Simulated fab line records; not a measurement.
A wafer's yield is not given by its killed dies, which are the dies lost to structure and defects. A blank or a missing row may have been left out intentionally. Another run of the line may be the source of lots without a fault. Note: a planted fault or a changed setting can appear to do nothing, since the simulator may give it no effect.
Matching of chambers ; flow n5 finfet ; N5_BEOL_M13_ETCH_38 on rie diel-05 has 4 sister chambers
The step etches SiCN in CF4/N2, target depth 67.5 nm, time 71.9 s. 4 wafers are shown with their chamber, then 9 later ones without.

## EACH WAFER AND ITS CHAMBER
wafer;chamber;showerhead plenum p Torr (Torr)
L090.6;3;2.21
L093.1;1;2.10
L093.2;2;2.19
L093.3;0;2.31

## WAFERS WHOSE CHAMBER IS MISSING
wafer;showerhead plenum p Torr (Torr)
L093.4;2.21
L093.5;2.21
L093.6;2.19
L094.2;2.09
L094.3;2.30
L094.5;2.21
L096.2;2.18
L096.3;2.21
L096.6;2.09

## WHICH CHAMBER EACH WENT THROUGH
wafer;from the rows above;in truth
L093.4;3;3
L093.5;3;3
L093.6;2;2
L094.2;1;1
L094.3;0;0
L094.5;3;3
L096.2;2;2
L096.3;3;3
L096.6;1;1
Correct placement for 9 of the 9. From these rows, 0 cannot be placed. Number placed wrongly: 0.
How it was worked out, from the rows above alone: a wafer's distance from a chamber is the root of the sum, over the readings, of the square of ((its reading less the chamber's mean) divided by the reading's scatter). If the next closest chamber is less than 2 further off than the closest, the wafer can't be placed; otherwise it belongs to the closest. The mean given for a chamber averages the wafers shown for that chamber. The scatter: with one shown wafer a chamber, the root of the mean of the squares of how far each hidden wafer lies from its nearest shown one.
